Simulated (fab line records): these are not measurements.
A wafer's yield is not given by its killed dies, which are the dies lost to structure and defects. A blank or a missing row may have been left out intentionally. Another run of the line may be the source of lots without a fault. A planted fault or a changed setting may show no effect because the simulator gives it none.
Which tool is to blame? | flow nand harc | 36 wafers from 12 lots sampled at 5 of the route's 1302 steps

## WHAT THE GAUGES READ, wafer by wafer
NHARC_END_SORT_01. Usual: killed at array 58, standard deviation 20; killed at other 1.0, standard deviation 1.2; killed at periphery 4.1, standard deviation 3; killed dies 63, standard deviation 20; killed open 3.2, standard deviation 1.7; killed short 2.5, standard deviation 1.5.
lot  | measured     | on        | killed at array | killed at other | killed at periphery | killed dies | killed open | killed short | flag
L934 | day 25 03:39 | prober-02 | 17 30 18        | 1 1 1           | 2 1 2               | 20 32 21    | 2 4 4       | 4 4 2        |

## EACH LOT AND THE TOOL THAT RAN IT (in order: tool; ch and the chambers of the sampled wafers; start)
lot  | NHARC_A_SLIT_STRIP_18                         | NHARC_A_WL_FILL_RTA_01           | NHARC_A_WL_FILL_ETCHBACK_16        | NHARC_A_WL_FILL_ETCHBACK_26
L934 | rie diel-12 ch 0,1,3, day 21 02:18 or earlier | rtp anneal-01 ch 0, day 21 02:18 | rie diel-05 ch 1,2,3, day 21 15:49 | rie si-03 ch 0,2,3, day 21 18:59
L933 | rie diel-04 ch 0,2,3, day 21 02:35 or earlier | rtp anneal-02 ch 0, day 21 02:35 | rie diel-01 ch 0,1, day 21 13:40   | rie si-06 ch 1,2, day 21 18:59
L936 | rie diel-04 ch 0,2, day 21 18:52 or earlier   | rtp anneal-02 ch 0, day 21 18:52 | rie diel-05 ch 0,2,3, day 22 07:12 | rie si-04 ch 0,2,3, day 22 12:29
L937 | rie diel-12 ch 1,2,3, day 22 05:46 or earlier | rtp anneal-01 ch 0, day 22 05:46 | rie diel-10 ch 1,2,3, day 22 17:10 | rie si-06 ch 2,3, day 22 22:34
L938 | rie diel-04 ch 1,2,3, day 22 07:49 or earlier | rtp anneal-01 ch 0, day 22 07:49 | rie diel-05 ch 2,3, day 22 17:12   | rie si-03 ch 1,2,3, day 22 22:36
L946 | rie diel-02 ch 1,2, day 26 05:19 or earlier   | rtp anneal-02 ch 0, day 26 05:19 | rie diel-10 ch 0,1,2, day 26 20:45 | rie si-06 ch 1,2,3, day 27 02:10
L949 | rie diel-12 ch 0,2,3, day 26 20:19 or earlier | rtp anneal-01 ch 0, day 26 20:19 | rie diel-10 ch 1,2,3, day 27 11:53 | rie si-06 ch 0,1,3, day 27 15:22
L950 | rie diel-04 ch 0,1,2, day 27 16:53 or earlier | rtp anneal-01 ch 0, day 27 16:53 | rie diel-10 ch 1,2,3, day 28 03:50 | rie si-04 ch 0,2, day 28 09:09
L951 | rie diel-12 ch 0,3, day 27 16:59 or earlier   | rtp anneal-02 ch 0, day 27 16:59 | rie diel-05 ch 0,1,2, day 28 07:35 | rie si-06 ch 1,2, day 28 12:59
L954 | rie diel-02 ch 1,2, day 28 21:28 or earlier   | rtp anneal-01 ch 0, day 28 21:28 | rie diel-01 ch 1,3, day 29 13:56   | rie si-06 ch 0,2,3, day 29 19:20
L952 | rie diel-04 ch 1,2,3, day 29 01:52 or earlier | rtp anneal-01 ch 0, day 29 01:52 | rie diel-05 ch 1,2,3, day 29 12:41 | rie si-04 ch 1,2,3, day 29 16:10
L955 | rie diel-12 ch 0,2, day 29 23:38 or earlier   | rtp anneal-01 ch 0, day 29 23:38 | rie diel-01 ch 1,2, day 30 10:42   | rie si-06 ch 0,2,3, day 30 16:03
- NHARC_A_SLIT_STRIP_18: strips in O2.
- NHARC_A_WL_FILL_RTA_01: time 5 s.
- NHARC_A_WL_FILL_ETCHBACK_16: etches the open film in C4F8/O2/Ar, target depth 120 nm, time 24 s.
- NHARC_A_WL_FILL_ETCHBACK_26: etches the open film in HBr, target depth 52 nm, time 13.3 s.

## AS READ BY THE TOOLS THEMSELVES (means over the sampled wafers that have a number; for cases with no such wafer, the mark the record gives instead)
NHARC_A_SLIT_STRIP_18. Usual: drypump motor current A 5.6 A, standard deviation 0.47; o2 flow sccm 500.1 sccm, standard deviation 1.3; oes product au 1.000 a.u., standard deviation 0.012; rf vpp V 57.6 V, standard deviation 0.91; showerhead plenum p Torr 3.48 Torr, standard deviation 0.12; throttle valve pct 17.037 %, standard deviation 0.009.
lot  | tool        | drypump motor current A (A) | o2 flow sccm (sccm) | oes product au (a.u.) | rf vpp V (V) | showerhead plenum p Torr (Torr) | throttle valve pct (%) | flag
L934 | rie diel-12 | 5.4                         | 500.1               | 1.008                 | 58.0         | 3.45                            | 17.026                 |
L933 | rie diel-04 | 5.7                         | 499.3               | 0.994                 | 58.0         | 3.50                            | 17.029                 |
L936 | rie diel-04 | 6.0                         | 501.0               | 1.000                 | 56.6         | 3.42                            | 17.036                 |
L937 | rie diel-12 | 5.5                         | 501.1               | 1.015                 | 57.7         | 3.40                            | 17.032                 |
L938 | rie diel-04 | 5.4                         | 500.2               | 0.992                 | 57.5         | 3.63                            | 17.034                 |
L946 | rie diel-02 | 6.3                         | 500.8               | 1.002                 | 57.4         | 3.50                            | 17.035                 |
L949 | rie diel-12 | 5.4                         | 498.6               | 1.009                 | 57.0         | 3.43                            | 17.040                 |
L950 | rie diel-04 | 5.8                         | 501.3               | 0.993                 | 57.0         | 3.55                            | 17.048                 |
L951 | rie diel-12 | 5.3                         | 500.1               | 1.009                 | 57.7         | 3.48                            | 17.037                 |
L954 | rie diel-02 | 6.2                         | 500.1               | 1.004                 | 57.6         | 3.50                            | 17.043                 |
L952 | rie diel-04 | 5.4                         | 500.2               | 0.994                 | 57.5         | 3.62                            | 17.038                 |
L955 | rie diel-12 | 5.4                         | 501.2               | 1.003                 | 57.4         | 3.51                            | 17.033                 |

NHARC_A_WL_FILL_RTA_01. Usual: lamp power pct 29.6 %, standard deviation 0.67; lamp_zone_1_pct 29.6 %, standard deviation 0.67; wafer_temp_C_max 1003.8, standard deviation 1.8.
lot  | tool          | lamp power pct (%) | lamp_zone_1_pct (%) | wafer_temp_C_max | flag
L934 | rtp anneal-01 | 28.9               | 28.9                | 1005.5           |
L933 | rtp anneal-02 | 30.3               | 30.2                | 1002.7           |
L936 | rtp anneal-02 | 30.2               | 30.2                | 1002.4           |
L937 | rtp anneal-01 | 29.0               | 28.9                | 1005.7           |
L938 | rtp anneal-01 | 29.0               | 28.9                | 1005.6           |
L946 | rtp anneal-02 | 30.3               | 30.3                | 1002.5           |
L949 | rtp anneal-01 | 28.9               | 28.9                | 1006.3           |
L950 | rtp anneal-01 | 28.9               | 28.9                | 1005.5           |
L951 | rtp anneal-02 | 30.3               | 30.3                | 1002.2           |
L954 | rtp anneal-01 | 28.9               | 28.9                | 1004.9           |
L952 | rtp anneal-01 | 28.9               | 28.9                | 1006.6           |
L955 | rtp anneal-01 | 29.0               | 28.9                | 1006.3           |

NHARC_A_WL_FILL_ETCHBACK_16. Usual: oes product au 0.97 a.u., standard deviation 0.033; rf fwd power W 590 W, standard deviation 3.8; rf vpp V 725 V, standard deviation 4.2.
lot  | tool        | oes product au (a.u.) | rf fwd power W (W) | rf vpp V (V) | flag
L934 | rie diel-05 | 0.97                  | 589                | 724          |
L933 | rie diel-01 | 0.92                  | 591                | 728          |
L936 | rie diel-05 | 0.75                  | 350                | 724          | OFF
L937 | rie diel-10 | 1.01                  | 590                | 728          |
L938 | rie diel-05 | 0.74                  | 350                | 722          | OFF
L946 | rie diel-10 | 1.01                  | 592                | 727          |
L949 | rie diel-10 | 0.98                  | 590                | 728          |
L950 | rie diel-10 | 0.99                  | 590                | 728          |
L951 | rie diel-05 | 1.00                  | 589                | 726          |
L954 | rie diel-01 | 0.99                  | 588                | 718          |
L952 | rie diel-05 | 1.00                  | 588                | 723          |
L955 | rie diel-01 | 0.99                  | 594                | 722          |

NHARC_A_WL_FILL_ETCHBACK_26. Usual: drypump motor current A 5.9 A, standard deviation 0.44; oes product au 0.998 a.u., standard deviation 0.0082; rf fwd power W 342.8 W, standard deviation 1.6; throttle valve pct 23.266 %, standard deviation 0.01.
lot  | tool      | drypump motor current A (A) | oes product au (a.u.) | rf fwd power W (W) | throttle valve pct (%) | flag
L934 | rie si-03 | 5.7                         | 1.001                 | 343.0              | 23.266                 |
L933 | rie si-06 | 6.2                         | 1.006                 | 342.3              | 23.274                 |
L936 | rie si-04 | 5.4                         | 0.999                 | 342.5              | 23.264                 |
L937 | rie si-06 | 5.6                         | 1.006                 | 341.7              | 23.262                 |
L938 | rie si-03 | 6.1                         | 1.001                 | 342.7              | 23.262                 |
L946 | rie si-06 | 6.0                         | 1.006                 | 343.3              | 23.259                 |
L949 | rie si-06 | 6.3                         | 0.997                 | 341.5              | 23.264                 |
L950 | rie si-04 | 5.5                         | 0.990                 | 344.0              | 23.269                 |
L951 | rie si-06 | 5.8                         | 1.004                 | 342.8              | 23.270                 |
L954 | rie si-06 | 5.9                         | 0.997                 | 343.2              | 23.272                 |
L952 | rie si-04 | 5.6                         | 0.990                 | 343.5              | 23.259                 |
L955 | rie si-06 | 5.9                         | 0.999                 | 342.7              | 23.257                 |

## THE ANSWER, worked out from the rows above alone
Rule: lot off if the mean of its wafers having a number is beyond 3 standard deviations from the usual mean. A lot without any number at a reading at which 4 lots or more have one is off too. All remaining lots with rows at the step are treated as sound. First the gauges in route order, then the tools' own readings, where a lot's mean is used as printed above. At the first step where some lot is off, the reading lying furthest off is the one used; lots without a number count as furthest.
Off, at NHARC_A_WL_FILL_ETCHBACK_16 on rf fwd power W: L936, L938.
A tool fits if, at that step or a process step before it, it ran every lot that is off, and no sound lot after the first of them. NHARC_A_SLIT_STRIP_18 gives no start for some lots, so the hours and the order of its lots are those of NHARC_A_WL_FILL_RTA_01. No candidate that was tried fits.

## WHAT THE SIMULATOR HAD INSERTED
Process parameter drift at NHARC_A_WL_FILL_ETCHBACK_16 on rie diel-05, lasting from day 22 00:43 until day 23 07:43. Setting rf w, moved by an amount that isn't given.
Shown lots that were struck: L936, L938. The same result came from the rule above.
